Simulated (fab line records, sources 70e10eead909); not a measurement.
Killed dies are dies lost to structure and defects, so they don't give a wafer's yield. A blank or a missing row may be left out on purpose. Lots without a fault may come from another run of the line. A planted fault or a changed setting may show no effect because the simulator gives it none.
A sampling plan put to the test | flow nand_harc | one fab line, 40 faults that these records tell of, each judged on the records of the lots that it struck
The plan is the line's own looks: the steps of the route at which a gauge or an inspection reads the wafer and doesn't change it. A look can be judged if struck wafers have a number there and the file gives its usual mean and standard deviation on fault-free wafers. Caught: at a look after the fault's first step, the mean of the struck wafers lies 4 or more of those standard deviations (sigma) from the usual mean. On the tool: the same test on the tool's own readings at the fault's steps. Another recipe on the struck wafers, or a record that is blank for them alone, also counts as caught.

THE FAULTS, as the simulator had put them in
1. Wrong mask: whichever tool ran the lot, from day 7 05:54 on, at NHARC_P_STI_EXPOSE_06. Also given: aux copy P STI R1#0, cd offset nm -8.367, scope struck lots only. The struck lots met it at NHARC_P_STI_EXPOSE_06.
2. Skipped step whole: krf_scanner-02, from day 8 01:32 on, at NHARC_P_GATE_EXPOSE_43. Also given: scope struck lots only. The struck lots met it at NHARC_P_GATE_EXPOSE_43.
3. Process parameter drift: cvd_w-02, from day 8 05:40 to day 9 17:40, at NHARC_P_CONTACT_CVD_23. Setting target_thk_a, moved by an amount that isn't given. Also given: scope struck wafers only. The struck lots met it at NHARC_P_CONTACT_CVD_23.
4. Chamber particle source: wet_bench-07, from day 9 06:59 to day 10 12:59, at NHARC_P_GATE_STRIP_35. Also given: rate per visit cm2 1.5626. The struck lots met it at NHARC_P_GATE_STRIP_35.
5. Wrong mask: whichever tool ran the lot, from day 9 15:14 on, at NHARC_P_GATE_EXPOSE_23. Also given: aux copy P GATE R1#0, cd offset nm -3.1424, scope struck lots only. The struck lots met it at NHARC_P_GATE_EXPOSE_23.
6. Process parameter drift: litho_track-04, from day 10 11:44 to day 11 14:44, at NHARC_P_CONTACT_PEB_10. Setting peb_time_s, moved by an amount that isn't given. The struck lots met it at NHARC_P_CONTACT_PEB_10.
7. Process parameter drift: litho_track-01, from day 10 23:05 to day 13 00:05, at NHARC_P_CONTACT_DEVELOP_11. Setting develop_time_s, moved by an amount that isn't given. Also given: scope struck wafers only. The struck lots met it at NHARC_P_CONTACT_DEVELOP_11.
8. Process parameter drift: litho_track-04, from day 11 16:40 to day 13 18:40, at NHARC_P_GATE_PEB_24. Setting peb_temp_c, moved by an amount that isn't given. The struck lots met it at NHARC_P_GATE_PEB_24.
9. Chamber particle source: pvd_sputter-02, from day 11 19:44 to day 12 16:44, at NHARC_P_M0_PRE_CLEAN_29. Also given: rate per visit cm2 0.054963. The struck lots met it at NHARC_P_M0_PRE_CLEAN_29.
10. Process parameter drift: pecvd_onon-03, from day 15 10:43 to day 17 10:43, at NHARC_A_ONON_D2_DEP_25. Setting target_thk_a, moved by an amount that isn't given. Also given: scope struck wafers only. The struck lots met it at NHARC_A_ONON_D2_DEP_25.
11. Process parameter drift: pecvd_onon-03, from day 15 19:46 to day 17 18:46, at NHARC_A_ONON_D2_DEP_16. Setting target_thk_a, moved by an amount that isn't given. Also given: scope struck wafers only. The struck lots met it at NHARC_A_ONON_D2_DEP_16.
12. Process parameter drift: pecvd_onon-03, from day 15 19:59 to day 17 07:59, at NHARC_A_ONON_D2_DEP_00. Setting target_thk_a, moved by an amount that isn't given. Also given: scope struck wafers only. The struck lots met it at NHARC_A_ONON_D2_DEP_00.
13. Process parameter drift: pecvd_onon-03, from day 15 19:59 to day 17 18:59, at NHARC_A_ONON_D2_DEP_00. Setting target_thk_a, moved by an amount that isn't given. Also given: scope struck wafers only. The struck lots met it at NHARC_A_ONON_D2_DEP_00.
14. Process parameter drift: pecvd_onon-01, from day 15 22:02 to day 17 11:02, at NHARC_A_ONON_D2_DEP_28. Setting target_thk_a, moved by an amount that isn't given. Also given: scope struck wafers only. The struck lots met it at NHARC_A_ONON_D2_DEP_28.
15. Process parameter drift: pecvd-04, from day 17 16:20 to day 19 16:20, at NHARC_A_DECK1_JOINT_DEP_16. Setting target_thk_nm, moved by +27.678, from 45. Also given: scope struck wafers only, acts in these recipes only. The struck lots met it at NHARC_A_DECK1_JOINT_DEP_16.
16. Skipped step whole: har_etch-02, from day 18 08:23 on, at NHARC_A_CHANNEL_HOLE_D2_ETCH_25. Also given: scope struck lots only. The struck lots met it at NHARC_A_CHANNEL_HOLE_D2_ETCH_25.
17. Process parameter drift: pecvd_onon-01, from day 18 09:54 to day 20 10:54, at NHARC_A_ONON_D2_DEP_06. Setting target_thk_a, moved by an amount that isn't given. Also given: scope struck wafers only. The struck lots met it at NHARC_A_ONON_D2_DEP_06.
18. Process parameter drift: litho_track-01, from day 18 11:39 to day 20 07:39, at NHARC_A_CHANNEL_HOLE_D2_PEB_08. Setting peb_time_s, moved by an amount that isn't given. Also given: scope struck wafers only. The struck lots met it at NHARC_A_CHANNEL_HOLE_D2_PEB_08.
19. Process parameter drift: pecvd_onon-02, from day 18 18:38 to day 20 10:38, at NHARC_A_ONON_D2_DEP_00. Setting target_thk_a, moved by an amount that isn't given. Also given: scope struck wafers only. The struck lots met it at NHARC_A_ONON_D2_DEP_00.
20. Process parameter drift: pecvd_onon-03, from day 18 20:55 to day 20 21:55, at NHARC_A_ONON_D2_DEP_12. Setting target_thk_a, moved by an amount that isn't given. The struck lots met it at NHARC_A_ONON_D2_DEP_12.
21. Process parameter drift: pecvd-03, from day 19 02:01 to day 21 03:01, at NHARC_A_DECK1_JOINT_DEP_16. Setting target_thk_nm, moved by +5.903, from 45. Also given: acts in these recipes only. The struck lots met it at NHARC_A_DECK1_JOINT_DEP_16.
22. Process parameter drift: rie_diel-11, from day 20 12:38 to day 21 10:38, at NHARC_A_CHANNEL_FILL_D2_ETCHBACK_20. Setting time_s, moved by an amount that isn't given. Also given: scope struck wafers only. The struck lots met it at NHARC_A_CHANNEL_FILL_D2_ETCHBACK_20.
23. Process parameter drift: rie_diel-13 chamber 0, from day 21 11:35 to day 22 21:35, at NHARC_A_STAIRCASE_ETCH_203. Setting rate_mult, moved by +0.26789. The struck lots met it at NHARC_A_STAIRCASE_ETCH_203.
24. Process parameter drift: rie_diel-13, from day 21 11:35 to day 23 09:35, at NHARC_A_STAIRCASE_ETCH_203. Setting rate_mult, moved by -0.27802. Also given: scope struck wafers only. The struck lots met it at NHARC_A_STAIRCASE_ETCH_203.
25. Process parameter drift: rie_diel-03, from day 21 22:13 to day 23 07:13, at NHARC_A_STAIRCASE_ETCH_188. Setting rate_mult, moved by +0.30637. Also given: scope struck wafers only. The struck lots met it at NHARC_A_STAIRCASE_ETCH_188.
26. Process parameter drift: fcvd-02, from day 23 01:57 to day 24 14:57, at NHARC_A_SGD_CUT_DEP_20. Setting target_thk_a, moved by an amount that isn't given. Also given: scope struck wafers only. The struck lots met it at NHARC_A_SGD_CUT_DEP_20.
27. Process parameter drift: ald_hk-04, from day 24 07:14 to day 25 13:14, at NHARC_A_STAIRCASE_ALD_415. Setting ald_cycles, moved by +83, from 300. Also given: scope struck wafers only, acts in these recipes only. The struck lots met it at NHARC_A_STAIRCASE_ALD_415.
28. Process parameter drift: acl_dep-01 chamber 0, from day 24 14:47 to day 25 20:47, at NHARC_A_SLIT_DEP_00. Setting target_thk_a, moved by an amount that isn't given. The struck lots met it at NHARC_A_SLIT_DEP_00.
29. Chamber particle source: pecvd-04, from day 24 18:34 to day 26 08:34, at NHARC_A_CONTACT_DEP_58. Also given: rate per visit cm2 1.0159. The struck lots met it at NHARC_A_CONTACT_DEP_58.
30. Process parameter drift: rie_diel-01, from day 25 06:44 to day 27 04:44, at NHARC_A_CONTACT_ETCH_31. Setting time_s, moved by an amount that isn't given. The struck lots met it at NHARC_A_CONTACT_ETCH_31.
31. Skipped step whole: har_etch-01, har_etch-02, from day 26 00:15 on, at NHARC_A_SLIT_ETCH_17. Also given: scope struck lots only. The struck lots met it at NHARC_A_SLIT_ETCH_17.
32. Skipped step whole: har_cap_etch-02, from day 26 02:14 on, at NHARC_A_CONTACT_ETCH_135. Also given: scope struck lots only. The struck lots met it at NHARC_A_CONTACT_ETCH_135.
33. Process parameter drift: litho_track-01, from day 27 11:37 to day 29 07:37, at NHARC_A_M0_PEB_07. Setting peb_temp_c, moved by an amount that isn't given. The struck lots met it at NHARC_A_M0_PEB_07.
34. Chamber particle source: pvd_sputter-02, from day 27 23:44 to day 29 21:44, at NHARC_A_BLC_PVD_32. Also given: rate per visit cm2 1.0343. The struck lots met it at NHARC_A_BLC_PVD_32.
35. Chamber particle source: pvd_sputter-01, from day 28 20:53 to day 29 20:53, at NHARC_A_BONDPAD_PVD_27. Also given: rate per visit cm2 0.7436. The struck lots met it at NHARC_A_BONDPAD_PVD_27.
36. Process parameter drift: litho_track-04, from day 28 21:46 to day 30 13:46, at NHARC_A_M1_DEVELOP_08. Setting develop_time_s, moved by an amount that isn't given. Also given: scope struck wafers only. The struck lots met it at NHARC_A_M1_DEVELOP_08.
37. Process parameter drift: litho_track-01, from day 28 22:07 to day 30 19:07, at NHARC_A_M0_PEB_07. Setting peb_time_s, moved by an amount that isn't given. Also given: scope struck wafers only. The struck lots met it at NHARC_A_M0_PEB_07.
38. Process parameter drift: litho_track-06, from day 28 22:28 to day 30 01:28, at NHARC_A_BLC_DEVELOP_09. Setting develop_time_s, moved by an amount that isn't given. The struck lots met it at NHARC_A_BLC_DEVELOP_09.
39. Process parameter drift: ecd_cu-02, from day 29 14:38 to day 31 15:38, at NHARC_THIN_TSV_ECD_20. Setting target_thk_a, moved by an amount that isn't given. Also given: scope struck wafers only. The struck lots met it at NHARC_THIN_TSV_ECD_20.
40. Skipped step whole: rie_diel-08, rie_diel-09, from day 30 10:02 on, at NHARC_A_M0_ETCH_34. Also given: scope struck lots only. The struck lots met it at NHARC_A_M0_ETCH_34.

WHAT THE PLAN SAW
fault | on the tool itself                               | first look that catches it                      | reading, sigma                                       | median hours from its first step to that look | hours from the fault's start to the first struck lot there | judged looks passed uncaught
1     | under 2 sigma                                    | none of the 2 looks that can be judged after it | strongest: cd_nm at NHARC_P_STI_CD_MEAS_09, -3.4     | -                                             | -                                                          | 2
2     | no reading that can be judged                    | NHARC_P_GATE_INSPECT_68                         | raw_defect_count +15                                 | 6.8                                           | 15                                                         | 1
3     | under 2 sigma                                    | no look after it can be judged                  | -                                                    | -                                             | -                                                          | 0
4     | no reading that can be judged                    | NHARC_P_GATE_INSPECT_68                         | raw_defect_count +13                                 | 17.9                                          | 23                                                         | 0
5     | no reading that can be judged                    | none of the 2 looks that can be judged after it | strongest: cd_nm at NHARC_P_GATE_CD_MEAS_26, -3.1    | -                                             | -                                                          | 2
6     | heater_power_total_W +65 sigma                   | NHARC_P_CONTACT_CD_MEAS_12                      | cd_nm -11                                            | 0.1                                           | 4                                                          | 0
7     | no reading that can be judged                    | none of the 2 looks that can be judged after it | strongest: cd_nm at NHARC_P_CONTACT_CD_MEAS_12, -3.2 | -                                             | -                                                          | 2
8     | plate_temp_C +64 sigma                           | NHARC_P_GATE_CD_MEAS_26                         | cd_nm -31                                            | 0.1                                           | 13                                                         | 0
9     | under 2 sigma                                    | NHARC_END_SORT_01                               | killed_at_periphery +7.4                             | 438.1                                         | 446                                                        | 1
10    | no reading that can be judged                    | NHARC_A_ONON_D2_THK_MEAS_27                     | thk_nm -4.3                                          | 0.4                                           | 8                                                          | 0
11    | under 2 sigma                                    | NHARC_A_ONON_D2_THK_MEAS_18                     | thk_nm +99 or beyond                                 | 7.4                                           | 32                                                         | 0
12    | no reading that can be judged                    | NHARC_A_ONON_D2_THK_MEAS_02                     | thk_nm +10                                           | 0.3                                           | 8                                                          | 0
13    | under 2 sigma                                    | NHARC_A_ONON_D2_THK_MEAS_02                     | thk_nm -16                                           | 0.5                                           | 8                                                          | 0
14    | no reading that can be judged                    | NHARC_A_ONON_D2_THK_MEAS_30                     | thk_nm +99 or beyond                                 | 0.5                                           | 4                                                          | 0
15    | under 2 sigma                                    | NHARC_A_DECK1_JOINT_THK_MEAS_17                 | thk_nm +23                                           | 0.2                                           | 11                                                         | 0
16    | the tool's record is blank for the struck wafers | NHARC_A_CHANNEL_HOLE_D2_CD_MEAS_31              | cd_nm -68                                            | 2.6                                           | 4                                                          | 0
17    | under 2 sigma                                    | NHARC_A_ONON_D2_THK_MEAS_08                     | thk_nm +38                                           | 0.5                                           | 15                                                         | 0
18    | heater_power_total_W +80 sigma                   | NHARC_A_CHANNEL_HOLE_D2_CD_MEAS_10              | cd_nm -21                                            | 0.1                                           | 11                                                         | 0
19    | under 2 sigma                                    | NHARC_A_ONON_D2_THK_MEAS_02                     | thk_nm +6.2                                          | 0.5                                           | 6                                                          | 0
20    | no reading that can be judged                    | NHARC_A_ONON_D2_THK_MEAS_14                     | thk_nm -33                                           | 0.5                                           | 6                                                          | 0
21    | under 2 sigma                                    | NHARC_A_DECK1_JOINT_THK_MEAS_17                 | thk_nm +4.7                                          | 0.2                                           | 13                                                         | 0
22    | run_length_s -11 sigma                           | NHARC_END_SORT_01                               | killed_at_array +6.1                                 | 237.1                                         | 241                                                        | 0
23    | oes_product_au +9.2 sigma                        | NHARC_END_SORT_01                               | killed_at_array +21                                  | 204.4                                         | 215                                                        | 0
24    | oes_product_au -11 sigma                         | NHARC_END_SORT_01                               | killed_dies +28                                      | 212.1                                         | 218                                                        | 0
25    | oes_product_au +11 sigma                         | NHARC_END_SORT_01                               | killed_dies +29                                      | 209.0                                         | 203                                                        | 0
26    | no reading that can be judged                    | NHARC_A_SGD_CUT_THK_MEAS_22                     | thk_nm -16                                           | 4.9                                           | 13                                                         | 0
27    | under 2 sigma                                    | NHARC_END_SORT_01                               | killed_dies +29                                      | 180.5                                         | 184                                                        | 0
28    | under 2 sigma                                    | NHARC_END_SORT_01                               | killed_dies +29                                      | 121.1                                         | 139                                                        | 0
29    | under 2 sigma                                    | NHARC_A_CONTACT_INSPECT_71                      | raw_defect_count +16                                 | 0.8                                           | 4                                                          | 0
30    | run_length_s -99 or beyond sigma                 | NHARC_END_SORT_01                               | killed_at_array +12                                  | 53.8                                          | 58                                                         | 0
31    | the tool's record is blank for the struck wafers | NHARC_END_SORT_01                               | killed_dies +29                                      | 110.9                                         | 117                                                        | 0
32    | the tool's record is blank for the struck wafers | NHARC_END_SORT_01                               | killed_at_array +29                                  | 51.0                                          | 58                                                         | 0
33    | plate_temp_C -14 sigma                           | NHARC_A_M0_CD_MEAS_09                           | cd_nm -8.1                                           | 0.1                                           | 32                                                         | 0
34    | under 2 sigma                                    | none of the 3 looks that can be judged after it | strongest: killed_dies at NHARC_END_SORT_01, +2.8    | -                                             | -                                                          | 3
35    | under 2 sigma                                    | NHARC_END_SORT_01                               | sort_bin_3_pct +5.1                                  | 35.4                                          | 48                                                         | 0
36    | no reading that can be judged                    | none of the 5 looks that can be judged after it | strongest: cd_nm at NHARC_A_M1_CD_MEAS_09, +2.6      | -                                             | -                                                          | 5
37    | under 2 sigma                                    | none of the 4 looks that can be judged after it | -                                                    | -                                             | -                                                          | 4
38    | no reading that can be judged                    | NHARC_A_BLC_CD_MEAS_10                          | cd_nm -7.7                                           | 0.5                                           | 2                                                          | 0
39    | no reading that can be judged                    | NHARC_END_SORT_01                               | killed_at_other +99 or beyond                        | 14.6                                          | 19                                                         | 0
40    | the tool's record is blank for the struck wafers | NHARC_END_SORT_01                               | sort_bin_2_pct +64                                   | 44.2                                          | 44                                                         | 0
A dash: the fault isn't caught, or these records don't give the number.

Caught at a look: 33 of 40. Caught on the tool: 13 of 40. By one or the other: 33 of 40.
Caught at a look alone: faults 2, 4, 9, 10, 11, 12, 13, 14, 15, 17, 19, 20, 21, 26, 27, 28, 29, 35, 38, 39.
Caught by neither: faults 1, 3, 5, 7, 34, 36, 37.

THINNER SAMPLING
If the look that catches a fault measured only every second or every third lot, by lot number, the first struck lot would be measured this late in the worst case:
fault | struck lots at that look, in order of time | every lot | every second lot | every third lot
2     | L827, L826                                 | 15 h      | 16 h             | may miss all 2
4     | L469, L470, L471                           | 23 h      | 31 h             | 44 h
6     | L971, L973                                 | 4 h       | may miss all 2   | may miss all 2
8     | L863, L866                                 | 13 h      | 36 h             | may miss all 2
9     | L724                                       | 446 h     | may miss it      | may miss it
10    | L138, L139                                 | 8 h       | 15 h             | may miss all 2
11    | L310, L311                                 | 32 h      | 46 h             | may miss all 2
12    | L165, L166, L167                           | 8 h       | 34 h             | 34 h
13    | L440                                       | 8 h       | may miss it      | may miss it
14    | L255, L256                                 | 4 h       | 32 h             | may miss all 2
15    | L638, L640, L643                           | 11 h      | 47 h             | may miss all 3
16    | L417, L420                                 | 4 h       | 23 h             | may miss all 2
17    | L985, L987                                 | 15 h      | may miss all 2   | may miss all 2
18    | L384, L387, L389                           | 11 h      | 22 h             | may miss all 3
19    | L763, L765                                 | 6 h       | may miss all 2   | may miss all 2
20    | L117, L119, L120                           | 6 h       | 41 h             | may miss all 3
21    | L168, L171                                 | 13 h      | 33 h             | may miss all 2
22    | L212                                       | 241 h     | may miss it      | may miss it
23    | L107, L105                                 | 215 h     | may miss all 2   | may miss all 2
24    | L121, L124                                 | 218 h     | 255 h            | may miss all 2
25    | L654, L655, L657                           | 203 h     | 212 h            | may miss all 3
26    | L191                                       | 13 h      | may miss it      | may miss it
27    | L406, L408                                 | 184 h     | may miss all 2   | may miss all 2
28    | L389, L387                                 | 139 h     | may miss all 2   | may miss all 2
29    | L119, L122                                 | 4 h       | 30 h             | may miss all 2
30    | L170, L172                                 | 58 h      | may miss all 2   | may miss all 2
31    | L899, L905, L904                           | 117 h     | 143 h            | may miss all 3
32    | L437, L438                                 | 58 h      | 72 h             | may miss all 2
33    | L475, L474                                 | 32 h      | 37 h             | may miss all 2
35    | L483                                       | 48 h      | may miss it      | may miss it
38    | L581, L583                                 | 2 h       | may miss all 2   | may miss all 2
39    | L571, L570, L569                           | 19 h      | 19 h             | 33 h
40    | L131, L130, L132                           | 44 h      | 50 h             | 82 h
Hours are from the fault's start to the first struck lot that is measured. The limit of 4 sigma was tested on all struck wafers together, so one lot alone may lie under it. Other struck lots may not be in these records.

THE LONGEST TIMED WAY FROM STEP TO LOOK
Fault 9: a median of 438.1 hours passes between NHARC_P_M0_PRE_CLEAN_29 and NHARC_END_SORT_01. The look between them that can be judged stayed within 4 sigma: NHARC_P_M0_THK_MEAS_24.
